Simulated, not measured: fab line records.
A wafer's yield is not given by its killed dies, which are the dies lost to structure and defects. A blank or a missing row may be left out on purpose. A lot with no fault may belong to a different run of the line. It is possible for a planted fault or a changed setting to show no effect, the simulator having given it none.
fab line records / flow nand_harc
record lots=6 wafers=18 last_day=35
route steps=1302 shown A_CONTACT@1024
lots untouched by any fault: they come from a run of this same line in which no faults occurred
start_h: hours from the record's opening day to when the first of the lot's shown wafers began / wait_h: hours elapsed since this lot's preceding step / " as in the row above / L1.1+2: a row that stands for several wafers / - no value, or no start given / * or withheld: withheld / < > ~ a bound
route shown NAME@n: names a module that has steps shown in the file, with the first one's number in the route / usual: mean/standard deviation of fault-free wafers / same: alike in all rows / chamber/n: place in a boat / sites: each site's reading / _std_site: how widely they spread, as a standard deviation / _edge_site: the outer-site mean with the inner-site mean subtracted / radius_mm: for every site, how far away it sits from the centre of the wafer / mask NAME#n: copy n / behind: tool/chamber where the wafer was last shaped / hold: why the lot went on hold/how many hours it stayed there/how the hold came to an end / device: whichever transistor did not switch (one of n, p or np) / end of line: the route-end tests of the same wafers / a step given without rows: its recipe and nothing more / killed: dies lost to structure and defects at the first sort, not the wafer's yield / map: dies across one wafer; x = killed, . = not, _ = none there
set.NAME: setting as actually run; set.NAME@STEP: the setting as run at that earlier step / model.NAME: the simulator's own value behind a step, which no gauge read
a table for each step, a row for each wafer; lots at some steps of the route
services: the hour from which a tool's chamber was out of use, counted from the record's first day as start_h (under 0 if before that day), plus the number of hours and why
## steps
# step NHARC_A_CONTACT_ETCH_102
# recipe target_depth_a=1000 overetch_a=100 time_s=55 ion_energy_ev=100 cf4_flow_sccm=80 o2_flow_sccm=20 ar_flow_sccm=0 rf_w=300 bias_w=100 chemistry=CF4/O2
# usual drypump_motor_current_A=5.9/0.61 mfc_ar_sccm=0.006/0.011 oes_product_au=0.999/0.0084 rf_vpp_V=197.4/1.5 showerhead_plenum_p_Torr=1.32/0.055 throttle_valve_pct=13.397/0.0097
lot.wafer=L448.3 tool=rie_diel-04 chamber=0 start_h=516.92 wait_h=0.1 drypump_motor_current_A=6.4 mfc_ar_sccm=0 oes_product_au=0.995 rf_hours_counter_h=26 rf_vpp_V=199.5 showerhead_plenum_p_Torr=1.41 throttle_valve_pct=13.406
lot.wafer=L448.1 tool=rie_diel-04 chamber=1 start_h=516.92 wait_h=0.1 drypump_motor_current_A=5.6 mfc_ar_sccm=0.007 oes_product_au=0.982 rf_hours_counter_h=26 rf_vpp_V=199.4 showerhead_plenum_p_Torr=1.36 throttle_valve_pct=13.382
lot.wafer=L448.6 tool=rie_diel-04 chamber=0 start_h=516.92 wait_h=0.1 drypump_motor_current_A=6.3 mfc_ar_sccm=0 oes_product_au=0.988 rf_hours_counter_h=- rf_vpp_V=199.5 showerhead_plenum_p_Torr=1.41 throttle_valve_pct=13.405
lot.wafer=L450.4 tool=rie_diel-01 chamber=2 start_h=598.64 wait_h=0.1 drypump_motor_current_A=4.8 mfc_ar_sccm=0 oes_product_au=0.991 rf_hours_counter_h=12 rf_vpp_V=195.9 showerhead_plenum_p_Torr=1.30 throttle_valve_pct=13.395
lot.wafer=L450.2 tool=rie_diel-01 chamber=1 start_h=598.64 wait_h=0.1 drypump_motor_current_A=6.3 mfc_ar_sccm=0.032 oes_product_au=0.995 rf_hours_counter_h=13 rf_vpp_V=195.5 showerhead_plenum_p_Torr=1.26 throttle_valve_pct=13.396
lot.wafer=L450.6 tool=rie_diel-01 chamber=2 start_h=598.64 wait_h=0.1 drypump_motor_current_A=4.8 mfc_ar_sccm=0 oes_product_au=0.999 rf_hours_counter_h=- rf_vpp_V=198.0 showerhead_plenum_p_Torr=1.30 throttle_valve_pct=13.397
lot.wafer=L452.3 tool=rie_diel-04 chamber=0 start_h=614.11 wait_h=0.1 drypump_motor_current_A=6.3 mfc_ar_sccm=0 oes_product_au=1.001 rf_hours_counter_h=9 rf_vpp_V=199.3 showerhead_plenum_p_Torr=1.41 throttle_valve_pct=13.401
lot.wafer=L452.1 tool=rie_diel-04 chamber=3 start_h=614.11 wait_h=0.1 drypump_motor_current_A=6.2 mfc_ar_sccm=0 oes_product_au=0.986 rf_hours_counter_h=8 rf_vpp_V=199.4 showerhead_plenum_p_Torr=1.36 throttle_valve_pct=13.413
lot.wafer=L452.6 tool=rie_diel-04 chamber=1 start_h=614.11 wait_h=0.1 drypump_motor_current_A=5.6 mfc_ar_sccm=0.007 oes_product_au=1.003 rf_hours_counter_h=- rf_vpp_V=197.5 showerhead_plenum_p_Torr=1.36 throttle_valve_pct=13.388
lot.wafer=L464.3 tool=rie_diel-10 chamber=2 start_h=686.07 wait_h=0.1 drypump_motor_current_A=5.0 mfc_ar_sccm=0 oes_product_au=1.007 rf_hours_counter_h=29 rf_vpp_V=195.6 showerhead_plenum_p_Torr=1.26 throttle_valve_pct=13.400
lot.wafer=L464.2 tool=rie_diel-10 chamber=3 start_h=686.07 wait_h=0.1 drypump_motor_current_A=5.4 mfc_ar_sccm=0.022 oes_product_au=1.006 rf_hours_counter_h=26 rf_vpp_V=197.4 showerhead_plenum_p_Torr=1.39 throttle_valve_pct=13.385
lot.wafer=L464.4 tool=rie_diel-10 chamber=1 start_h=686.07 wait_h=0.1 drypump_motor_current_A=5.8 mfc_ar_sccm=0.019 oes_product_au=1.000 rf_hours_counter_h=25 rf_vpp_V=195.0 showerhead_plenum_p_Torr=1.24 throttle_valve_pct=13.397
lot.wafer=L465.3 tool=rie_diel-01 chamber=0 start_h=695.21 wait_h=0.1 drypump_motor_current_A=6.7 mfc_ar_sccm=0 oes_product_au=1.009 rf_hours_counter_h=38 rf_vpp_V=199.5 showerhead_plenum_p_Torr=1.36 throttle_valve_pct=13.404
lot.wafer=L465.6 tool=rie_diel-01 chamber=0 start_h=695.21 wait_h=0.1 drypump_motor_current_A=6.6 mfc_ar_sccm=0 oes_product_au=1.002 rf_hours_counter_h=- rf_vpp_V=198.6 showerhead_plenum_p_Torr=1.36 throttle_valve_pct=13.403
lot.wafer=L465.4 tool=rie_diel-01 chamber=1 start_h=695.21 wait_h=0.1 drypump_motor_current_A=6.3 mfc_ar_sccm=0.032 oes_product_au=0.984 rf_hours_counter_h=- rf_vpp_V=195.5 showerhead_plenum_p_Torr=1.25 throttle_valve_pct=13.417
lot.wafer=L469.4 tool=rie_diel-10 chamber=1 start_h=762.29 wait_h=0.1 drypump_motor_current_A=5.8 mfc_ar_sccm=0.019 oes_product_au=1.009 rf_hours_counter_h=55 rf_vpp_V=194.1 showerhead_plenum_p_Torr=1.23 throttle_valve_pct=13.409
lot.wafer=L469.1 tool=rie_diel-10 chamber=2 start_h=762.29 wait_h=0.1 drypump_motor_current_A=5.1 mfc_ar_sccm=0 oes_product_au=1.001 rf_hours_counter_h=58 rf_vpp_V=194.3 showerhead_plenum_p_Torr=1.25 throttle_valve_pct=13.399
lot.wafer=L469.5 tool=rie_diel-10 chamber=0 start_h=762.29 wait_h=0.1 drypump_motor_current_A=5.4 mfc_ar_sccm=0 oes_product_au=1.001 rf_hours_counter_h=- rf_vpp_V=196.4 showerhead_plenum_p_Torr=1.27 throttle_valve_pct=13.410
# step NHARC_A_CONTACT_STRIP_55
# recipe o2_flow_sccm=500 ar_flow_sccm=0 bias_w=0 chemistry=O2
# usual drypump_motor_current_A=5.9/0.62 mfc_ar_sccm=0.006/0.011 oes_product_au=0.999/0.0087 rf_vpp_V=57.7/0.92 showerhead_plenum_p_Torr=3.50/0.14 throttle_valve_pct=17.036/0.0097
lot.wafer=L448.3 tool=rie_diel-04 chamber=2 start_h=- wait_h=- drypump_motor_current_A=5.2 mfc_ar_sccm=0 oes_product_au=0.996 rf_hours_counter_h=25 rf_vpp_V=57.1 showerhead_plenum_p_Torr=3.38 throttle_valve_pct=17.028
lot.wafer=L448.1 tool=rie_diel-04 chamber=0 start_h=- wait_h=- drypump_motor_current_A=6.3 mfc_ar_sccm=0 oes_product_au=0.985 rf_hours_counter_h=26 rf_vpp_V=59.3 showerhead_plenum_p_Torr=3.72 throttle_valve_pct=17.036
lot.wafer=L448.6 tool=rie_diel-04 chamber=2 start_h=- wait_h=- drypump_motor_current_A=5.2 mfc_ar_sccm=0 oes_product_au=1.000 rf_hours_counter_h=- rf_vpp_V=57.1 showerhead_plenum_p_Torr=3.38 throttle_valve_pct=17.035
lot.wafer=L450.2 tool=rie_diel-01 chamber=1 start_h=- wait_h=- drypump_motor_current_A=6.3 mfc_ar_sccm=0.032 oes_product_au=0.993 rf_hours_counter_h=13 rf_vpp_V=57.1 showerhead_plenum_p_Torr=3.33 throttle_valve_pct=17.039
lot.wafer=L450.4 tool=rie_diel-01 chamber=0 start_h=- wait_h=- drypump_motor_current_A=6.7 mfc_ar_sccm=0 oes_product_au=1.014 rf_hours_counter_h=9 rf_vpp_V=58.6 showerhead_plenum_p_Torr=3.61 throttle_valve_pct=17.040
lot.wafer=L450.6 tool=rie_diel-01 chamber=1 start_h=- wait_h=- drypump_motor_current_A=6.4 mfc_ar_sccm=0.032 oes_product_au=1.001 rf_hours_counter_h=- rf_vpp_V=57.0 showerhead_plenum_p_Torr=3.33 throttle_valve_pct=17.036
lot.wafer=L452.3 tool=rie_diel-04 chamber=1 start_h=- wait_h=- drypump_motor_current_A=5.6 mfc_ar_sccm=0.007 oes_product_au=0.998 rf_hours_counter_h=8 rf_vpp_V=57.8 showerhead_plenum_p_Torr=3.59 throttle_valve_pct=17.046
lot.wafer=L452.1 tool=rie_diel-04 chamber=3 start_h=- wait_h=- drypump_motor_current_A=6.2 mfc_ar_sccm=0 oes_product_au=0.994 rf_hours_counter_h=8 rf_vpp_V=57.6 showerhead_plenum_p_Torr=3.58 throttle_valve_pct=17.031
lot.wafer=L452.6 tool=rie_diel-04 chamber=1 start_h=- wait_h=- drypump_motor_current_A=5.6 mfc_ar_sccm=0.007 oes_product_au=0.993 rf_hours_counter_h=- rf_vpp_V=57.2 showerhead_plenum_p_Torr=3.59 throttle_valve_pct=17.030
lot.wafer=L464.3 tool=rie_diel-10 chamber=0 start_h=- wait_h=- drypump_motor_current_A=5.3 mfc_ar_sccm=0 oes_product_au=0.997 rf_hours_counter_h=25 rf_vpp_V=56.0 showerhead_plenum_p_Torr=3.39 throttle_valve_pct=17.044
lot.wafer=L464.4 tool=rie_diel-10 chamber=1 start_h=- wait_h=- drypump_motor_current_A=5.8 mfc_ar_sccm=0.019 oes_product_au=0.996 rf_hours_counter_h=25 rf_vpp_V=57.3 showerhead_plenum_p_Torr=3.28 throttle_valve_pct=17.030
lot.wafer=L464.2 tool=rie_diel-10 chamber=2 start_h=- wait_h=- drypump_motor_current_A=5.1 mfc_ar_sccm=0 oes_product_au=1.002 rf_hours_counter_h=29 rf_vpp_V=58.8 showerhead_plenum_p_Torr=3.33 throttle_valve_pct=17.042
lot.wafer=L465.3 tool=rie_diel-01 chamber=2 start_h=- wait_h=- drypump_motor_current_A=4.8 mfc_ar_sccm=0 oes_product_au=0.984 rf_hours_counter_h=46 rf_vpp_V=57.3 showerhead_plenum_p_Torr=3.43 throttle_valve_pct=17.023
lot.wafer=L465.4 tool=rie_diel-01 chamber=1 start_h=- wait_h=- drypump_motor_current_A=6.4 mfc_ar_sccm=0.032 oes_product_au=1.001 rf_hours_counter_h=- rf_vpp_V=56.0 showerhead_plenum_p_Torr=3.31 throttle_valve_pct=17.025
lot.wafer=L465.6 tool=rie_diel-01 chamber=0 start_h=- wait_h=- drypump_motor_current_A=6.7 mfc_ar_sccm=0 oes_product_au=1.008 rf_hours_counter_h=- rf_vpp_V=57.8 showerhead_plenum_p_Torr=3.59 throttle_valve_pct=17.021
lot.wafer=L469.4 tool=rie_diel-10 chamber=1 start_h=- wait_h=- drypump_motor_current_A=5.8 mfc_ar_sccm=0.019 oes_product_au=1.010 rf_hours_counter_h=55 rf_vpp_V=58.5 showerhead_plenum_p_Torr=3.26 throttle_valve_pct=17.040
lot.wafer=L469.1 tool=rie_diel-10 chamber=0 start_h=- wait_h=- drypump_motor_current_A=5.4 mfc_ar_sccm=0 oes_product_au=0.994 rf_hours_counter_h=56 rf_vpp_V=57.4 showerhead_plenum_p_Torr=3.37 throttle_valve_pct=17.033
lot.wafer=L469.5 tool=rie_diel-10 chamber=2 start_h=- wait_h=- drypump_motor_current_A=5.1 mfc_ar_sccm=0 oes_product_au=0.991 rf_hours_counter_h=- rf_vpp_V=57.9 showerhead_plenum_p_Torr=3.31 throttle_valve_pct=17.023
# step NHARC_A_CONTACT_STRIP_56
# recipe time_s=600 temp_c=30 chemistry=post_etch_residue_remover
# step NHARC_A_CONTACT_DEP_57
# recipe target_thk_a=53000 temp_c=400 material=aC
# usual susceptor_temp_C=400.07/0.23 throttle_valve_pct=35.000/0.01
lot.wafer=L448.1 tool=acl_dep-02 chamber=0 start_h=519.27 wait_h=- susceptor_temp_C=400.13 throttle_valve_pct=34.987
lot.wafer=L448.3 tool=acl_dep-02 chamber=0 start_h=520.35 wait_h=- susceptor_temp_C=399.77 throttle_valve_pct=35.010
lot.wafer=L448.6 tool=acl_dep-02 chamber=0 start_h=521.96 wait_h=- susceptor_temp_C=399.93 throttle_valve_pct=34.986
lot.wafer=L450.2 tool=acl_dep-02 chamber=0 start_h=603.59 wait_h=- susceptor_temp_C=- throttle_valve_pct=34.980
lot.wafer=L450.4 tool=acl_dep-02 chamber=0 start_h=604.66 wait_h=- susceptor_temp_C=- throttle_valve_pct=35.021
lot.wafer=L450.6 tool=acl_dep-02 chamber=0 start_h=605.72 wait_h=- susceptor_temp_C=- throttle_valve_pct=35.012
lot.wafer=L452.1 tool=acl_dep-03 chamber=0 start_h=621.58 wait_h=- susceptor_temp_C=399.93 throttle_valve_pct=34.985
lot.wafer=L452.3 tool=acl_dep-03 chamber=0 start_h=622.66 wait_h=- susceptor_temp_C=399.72 throttle_valve_pct=34.988
lot.wafer=L452.6 tool=acl_dep-03 chamber=0 start_h=624.26 wait_h=- susceptor_temp_C=399.93 throttle_valve_pct=35.003
lot.wafer=L464.2 tool=acl_dep-01 chamber=0 start_h=690.23 wait_h=- susceptor_temp_C=- throttle_valve_pct=34.983
lot.wafer=L464.3 tool=acl_dep-01 chamber=0 start_h=690.23 wait_h=- susceptor_temp_C=- throttle_valve_pct=34.986
lot.wafer=L464.4 tool=acl_dep-01 chamber=0 start_h=690.23 wait_h=- susceptor_temp_C=- throttle_valve_pct=34.985
lot.wafer=L465.3 tool=acl_dep-01 chamber=0 start_h=697.02 wait_h=- susceptor_temp_C=400.20 throttle_valve_pct=35.015
lot.wafer=L465.4 tool=acl_dep-01 chamber=0 start_h=697.02 wait_h=- susceptor_temp_C=400.20 throttle_valve_pct=34.993
lot.wafer=L465.6 tool=acl_dep-01 chamber=0 start_h=698.64 wait_h=- susceptor_temp_C=400.26 throttle_valve_pct=35.004
lot.wafer=L469.1 tool=acl_dep-01 chamber=0 start_h=763.69 wait_h=- susceptor_temp_C=400.04 throttle_valve_pct=35.007
lot.wafer=L469.4 tool=acl_dep-01 chamber=0 start_h=765.31 wait_h=- susceptor_temp_C=400.02 throttle_valve_pct=35.003
lot.wafer=L469.5 tool=acl_dep-01 chamber=0 start_h=765.31 wait_h=- susceptor_temp_C=399.97 throttle_valve_pct=34.997
# step NHARC_A_CONTACT_DEP_58
# recipe target_thk_a=900 target_thk_nm=90 temp_c=400 pressure_torr=3.5 flow_sccm=200 rf_w=350 material=SiON
# usual heater_power_w=784/86 susceptor_temp_C=399.98/0.2
lot.wafer=L448.1 tool=pecvd-03 chamber=1 start_h=522.55 wait_h=2.7 heater_power_w=853 susceptor_temp_C=399.77
lot.wafer=L448.3 tool=pecvd-03 chamber=2 start_h=522.55 wait_h=2.7 heater_power_w=838 susceptor_temp_C=400.14
lot.wafer=L448.6 tool=pecvd-03 chamber=0 start_h=522.55 wait_h=2.7 heater_power_w=799 susceptor_temp_C=400.20
lot.wafer=L450.2 tool=pecvd-03 chamber=0 start_h=606.33 wait_h=2.2 heater_power_w=858 susceptor_temp_C=399.90
lot.wafer=L450.4 tool=pecvd-03 chamber=2 start_h=606.33 wait_h=2.2 heater_power_w=825 susceptor_temp_C=400.03
lot.wafer=L450.6 tool=pecvd-03 chamber=0 start_h=606.33 wait_h=2.2 heater_power_w=709 susceptor_temp_C=399.61
lot.wafer=L452.1 tool=pecvd-01 chamber=1 start_h=624.85 wait_h=2.7 heater_power_w=666 susceptor_temp_C=399.93
lot.wafer=L452.3 tool=pecvd-01 chamber=2 start_h=624.85 wait_h=2.7 heater_power_w=571 susceptor_temp_C=400.06
lot.wafer=L452.6 tool=pecvd-01 chamber=1 start_h=624.85 wait_h=2.7 heater_power_w=695 susceptor_temp_C=399.97
lot.wafer=L464.3 tool=pecvd-03 chamber=2 start_h=692.94 wait_h=1.6 heater_power_w=812 susceptor_temp_C=399.95
lot.wafer=L464.2 tool=pecvd-03 chamber=0 start_h=692.94 wait_h=1.6 heater_power_w=867 susceptor_temp_C=399.80
lot.wafer=L464.4 tool=pecvd-03 chamber=0 start_h=692.94 wait_h=1.6 heater_power_w=845 susceptor_temp_C=399.93
lot.wafer=L465.3 tool=pecvd-01 chamber=2 start_h=699.23 wait_h=1.7 heater_power_w=607 susceptor_temp_C=400.04
lot.wafer=L465.6 tool=pecvd-01 chamber=1 start_h=699.23 wait_h=1.7 heater_power_w=650 susceptor_temp_C=400.10
lot.wafer=L465.4 tool=pecvd-01 chamber=2 start_h=699.23 wait_h=1.7 heater_power_w=597 susceptor_temp_C=399.84
lot.wafer=L469.1 tool=pecvd-01 chamber=2 start_h=766.96 wait_h=2.7 heater_power_w=583 susceptor_temp_C=400.08
lot.wafer=L469.4 tool=pecvd-01 chamber=2 start_h=766.96 wait_h=2.7 heater_power_w=595 susceptor_temp_C=400.00
lot.wafer=L469.5 tool=pecvd-01 chamber=0 start_h=766.96 wait_h=2.7 heater_power_w=934 susceptor_temp_C=399.88
# step NHARC_A_CONTACT_DEHYDRATE_59
# recipe temp_c=150 time_s=120
# step NHARC_A_CONTACT_HMDS_60
# recipe time_s=30
# step NHARC_A_CONTACT_COAT_61
# recipe temp_c=260 time_s=75
# step NHARC_A_CONTACT_COAT_62
# recipe temp_c=225 time_s=65
# step NHARC_A_CONTACT_COAT_63
# recipe spin_rpm=1500 resist_thk_nm=90
# step NHARC_A_CONTACT_SOFTBAKE_64
# recipe temp_c=105 time_s=55
# step NHARC_A_CONTACT_EBR_65
# step NHARC_A_CONTACT_EXPOSE_66
# recipe na=1.35 sigma_outer=0.8 dose_mj=59.02 mask_id=A_CC_2
# usual exposure_dose_mJ_cm2=59.1/0.38
lot.wafer=L448.1 tool=arfi_scanner-03 chamber=0 start_h=522.97 wait_h=- mask=A_CC_2#0 exposure_dose_mJ_cm2=58.8
lot.wafer=L448.3 tool=arfi_scanner-03 chamber=0 start_h=522.97 wait_h=- mask=A_CC_2#0 exposure_dose_mJ_cm2=58.9
lot.wafer=L448.6 tool=arfi_scanner-03 chamber=0 start_h=522.97 wait_h=- mask=A_CC_2#0 exposure_dose_mJ_cm2=58.9
lot.wafer=L450.2 tool=arfi_scanner-03 chamber=0 start_h=606.86 wait_h=- mask=A_CC_2#0 exposure_dose_mJ_cm2=58.8
lot.wafer=L450.4 tool=arfi_scanner-03 chamber=0 start_h=606.86 wait_h=- mask=A_CC_2#0 exposure_dose_mJ_cm2=58.9
lot.wafer=L450.6 tool=arfi_scanner-03 chamber=0 start_h=606.86 wait_h=- mask=A_CC_2#0 exposure_dose_mJ_cm2=58.9
lot.wafer=L452.1 tool=arfi_scanner-03 chamber=0 start_h=625.28 wait_h=- mask=A_CC_2#0 exposure_dose_mJ_cm2=58.9
lot.wafer=L452.3 tool=arfi_scanner-03 chamber=0 start_h=625.28 wait_h=- mask=A_CC_2#0 exposure_dose_mJ_cm2=58.9
lot.wafer=L452.6 tool=arfi_scanner-03 chamber=0 start_h=625.28 wait_h=- mask=A_CC_2#0 exposure_dose_mJ_cm2=58.9
lot.wafer=L464.2 tool=arfi_scanner-02 chamber=0 start_h=693.50 wait_h=- mask=A_CC_2#0 exposure_dose_mJ_cm2=60.0
lot.wafer=L464.3 tool=arfi_scanner-02 chamber=0 start_h=693.50 wait_h=- mask=A_CC_2#0 exposure_dose_mJ_cm2=60.1
lot.wafer=L464.4 tool=arfi_scanner-02 chamber=0 start_h=693.50 wait_h=- mask=A_CC_2#0 exposure_dose_mJ_cm2=59.9
lot.wafer=L465.3 tool=arfi_scanner-03 chamber=0 start_h=699.80 wait_h=- mask=A_CC_2#0 exposure_dose_mJ_cm2=47.2
lot.wafer=L465.4 tool=arfi_scanner-03 chamber=0 start_h=699.80 wait_h=- mask=A_CC_2#0 exposure_dose_mJ_cm2=47.2
lot.wafer=L465.6 tool=arfi_scanner-03 chamber=0 start_h=699.80 wait_h=- mask=A_CC_2#0 exposure_dose_mJ_cm2=47.1
lot.wafer=L469.1 tool=arfi_scanner-03 chamber=0 start_h=767.54 wait_h=- mask=A_CC_2#0 exposure_dose_mJ_cm2=49.5
lot.wafer=L469.4 tool=arfi_scanner-03 chamber=0 start_h=767.54 wait_h=- mask=A_CC_2#0 exposure_dose_mJ_cm2=49.6
lot.wafer=L469.5 tool=arfi_scanner-03 chamber=0 start_h=767.54 wait_h=- mask=A_CC_2#0 exposure_dose_mJ_cm2=49.5
# step NHARC_A_CONTACT_PEB_67
# recipe peb_temp_c=100 peb_time_s=65
# step NHARC_A_CONTACT_DEVELOP_68
# recipe develop_time_s=35 dev_temp_c=23
# step NHARC_A_CONTACT_CD_MEAS_69
# recipe target_cd_nm=300 landing_energy_ev=500
# usual cd_nm=299.8/0.5
lot.wafer=L448.1 tool=cd_sem-02 chamber=0 start_h=523.11 wait_h=- cd_nm=300.1
lot.wafer=L448.3 tool=cd_sem-02 chamber=0 start_h=523.11 wait_h=- cd_nm=299.4
lot.wafer=L448.6 tool=cd_sem-02 chamber=0 start_h=523.11 wait_h=- cd_nm=300.9
lot.wafer=L450.2 tool=cd_sem-02 chamber=0 start_h=607.00 wait_h=- cd_nm=299.9
lot.wafer=L450.4 tool=cd_sem-02 chamber=0 start_h=607.00 wait_h=- cd_nm=299.5
lot.wafer=L450.6 tool=cd_sem-02 chamber=0 start_h=607.00 wait_h=- cd_nm=300.3
lot.wafer=L452.1 tool=cd_sem-01 chamber=0 start_h=625.42 wait_h=- cd_nm=299.3
lot.wafer=L452.3 tool=cd_sem-01 chamber=0 start_h=625.42 wait_h=- cd_nm=299.0
lot.wafer=L452.6 tool=cd_sem-01 chamber=0 start_h=625.42 wait_h=- cd_nm=299.6
lot.wafer=L464.2 tool=cd_sem-03 chamber=0 start_h=693.64 wait_h=- cd_nm=299.5
lot.wafer=L464.3 tool=cd_sem-03 chamber=0 start_h=693.64 wait_h=- cd_nm=299.8
lot.wafer=L464.4 tool=cd_sem-03 chamber=0 start_h=693.64 wait_h=- cd_nm=299.8
lot.wafer=L465.3 tool=cd_sem-02 chamber=0 start_h=699.93 wait_h=- cd_nm=291.0
lot.wafer=L465.4 tool=cd_sem-02 chamber=0 start_h=699.93 wait_h=- cd_nm=290.8
lot.wafer=L465.6 tool=cd_sem-02 chamber=0 start_h=699.93 wait_h=- cd_nm=290.2
lot.wafer=L469.1 tool=cd_sem-02 chamber=0 start_h=767.68 wait_h=- cd_nm=292.3
lot.wafer=L469.4 tool=cd_sem-02 chamber=0 start_h=767.68 wait_h=- cd_nm=292.1
lot.wafer=L469.5 tool=cd_sem-02 chamber=0 start_h=767.68 wait_h=- cd_nm=292.4
# step NHARC_A_CONTACT_OVL_MEAS_70
# usual overlay_x_nm=0.0/0.64 overlay_y_nm=-0.1/0.88
lot.wafer=L448.1 tool=overlay-02 chamber=- start_h=523.20 wait_h=- overlay_x_nm=0.2 overlay_y_nm=0.8
lot.wafer=L448.3 tool=overlay-02 chamber=- start_h=523.20 wait_h=- overlay_x_nm=-0.3 overlay_y_nm=1.1
lot.wafer=L448.6 tool=overlay-02 chamber=- start_h=523.20 wait_h=- overlay_x_nm=0.0 overlay_y_nm=0.9
lot.wafer=L450.2 tool=overlay-01 chamber=- start_h=607.08 wait_h=- overlay_x_nm=-1.1 overlay_y_nm=0.4
lot.wafer=L450.4 tool=overlay-01 chamber=- start_h=607.08 wait_h=- overlay_x_nm=-1.3 overlay_y_nm=-0.1
lot.wafer=L450.6 tool=overlay-01 chamber=- start_h=607.08 wait_h=- overlay_x_nm=-1.0 overlay_y_nm=0.2
lot.wafer=L452.1 tool=overlay-02 chamber=- start_h=625.51 wait_h=- overlay_x_nm=-0.2 overlay_y_nm=-0.3
lot.wafer=L452.3 tool=overlay-02 chamber=- start_h=625.51 wait_h=- overlay_x_nm=0.0 overlay_y_nm=0.1
lot.wafer=L452.6 tool=overlay-02 chamber=- start_h=625.51 wait_h=- overlay_x_nm=-0.1 overlay_y_nm=-0.2
lot.wafer=L464.2 tool=overlay-01 chamber=- start_h=693.72 wait_h=- overlay_x_nm=0.7 overlay_y_nm=0.4
lot.wafer=L464.3 tool=overlay-01 chamber=- start_h=693.72 wait_h=- overlay_x_nm=0.9 overlay_y_nm=0.5
lot.wafer=L464.4 tool=overlay-01 chamber=- start_h=693.72 wait_h=- overlay_x_nm=0.6 overlay_y_nm=0.3
lot.wafer=L465.3 tool=overlay-02 chamber=- start_h=700.01 wait_h=- overlay_x_nm=0.3 overlay_y_nm=-1.2
lot.wafer=L465.4 tool=overlay-02 chamber=- start_h=700.01 wait_h=- overlay_x_nm=0.5 overlay_y_nm=-0.9
lot.wafer=L465.6 tool=overlay-02 chamber=- start_h=700.01 wait_h=- overlay_x_nm=0.4 overlay_y_nm=-0.4
lot.wafer=L469.1 tool=overlay-01 chamber=- start_h=767.77 wait_h=- overlay_x_nm=0.7 overlay_y_nm=1.7
lot.wafer=L469.4 tool=overlay-01 chamber=- start_h=767.77 wait_h=- overlay_x_nm=0.0 overlay_y_nm=0.9
lot.wafer=L469.5 tool=overlay-01 chamber=- start_h=767.77 wait_h=- overlay_x_nm=0.6 overlay_y_nm=1.5
## services
tool=pecvd-03 chamber=- start_h=494.61 hours=1.0 kind=repair
tool=arfi_scanner-03 chamber=- start_h=497.37 hours=0.3 kind=repair
tool=rie_diel-04 chamber=2 start_h=506.30 hours=5.7 kind=repair
tool=pecvd-01 chamber=1 start_h=526.01 hours=49.0 kind=repair
tool=rie_diel-04 chamber=- start_h=532.13 hours=9.0 kind=pm
tool=arfi_scanner-03 chamber=- start_h=540.00 hours=4.0 kind=pm
tool=pecvd-03 chamber=- start_h=547.00 hours=13.0 kind=pm
tool=acl_dep-01 chamber=- start_h=550.27 hours=13.0 kind=pm
tool=rie_diel-01 chamber=- start_h=557.80 hours=9.0 kind=pm
tool=rie_diel-10 chamber=- start_h=596.76 hours=9.0 kind=pm
tool=rie_diel-01 chamber=0 start_h=619.70 hours=6.1 kind=repair
tool=arfi_scanner-03 chamber=- start_h=631.82 hours=0.7 kind=repair
tool=rie_diel-10 chamber=1 start_h=643.14 hours=7.1 kind=repair
tool=rie_diel-04 chamber=1 start_h=663.57 hours=4.8 kind=repair
tool=pecvd-03 chamber=1 start_h=663.58 hours=20.8 kind=repair
tool=pecvd-03 chamber=2 start_h=672.99 hours=4.3 kind=repair
tool=arfi_scanner-03 chamber=- start_h=679.92 hours=0.3 kind=repair
tool=rie_diel-01 chamber=3 start_h=693.84 hours=1.7 kind=repair
tool=rie_diel-10 chamber=0 start_h=699.92 hours=2.5 kind=repair
tool=rie_diel-01 chamber=1 start_h=704.98 hours=2.9 kind=repair
tool=rie_diel-04 chamber=- start_h=709.13 hours=9.0 kind=pm
tool=arfi_scanner-03 chamber=- start_h=712.00 hours=4.0 kind=pm
tool=rie_diel-01 chamber=- start_h=735.33 hours=9.0 kind=pm
tool=arfi_scanner-03 chamber=- start_h=745.87 hours=0.6 kind=repair
## key
first_sign step=NHARC_A_CONTACT_EXPOSE_66 reading=exposure_dose_mJ_cm2 direction=down sigmas=29 usual=59.1 struck=48.3
effect step=NHARC_A_CONTACT_CD_MEAS_69 reading=cd_nm direction=down sigmas=17 usual=299.8 struck=291.5 through=control_loop
met_at NHARC_A_CONTACT_EXPOSE_66
struck_wafers L465.3,L465.4,L465.6,L469.1,L469.4,L469.5
tester_left_out L465,L469
loop_trim step=NHARC_A_CONTACT_EXPOSE_66 setting=dose lots=L469
onset_between 625.28 699.80
fault kind=process_parameter_drift tool=arfi_scanner-03 chamber=- onset_h=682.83 steps=NHARC_A_CONTACT_EXPOSE_66 channel=dose_mj offset=-11.702 shape=step acts_in=these_recipes_only stated=59.02
# tester_left_out: of these lots the tester's yield and bins aren't shown, on N5 and GAA mostly nor the transistor test; their killed dies are dies lost to structure and defects alone, not to doping, threshold or leakage, so they don't give the yield
# loop_trim: a control loop set the setting to another value than it would have without faults
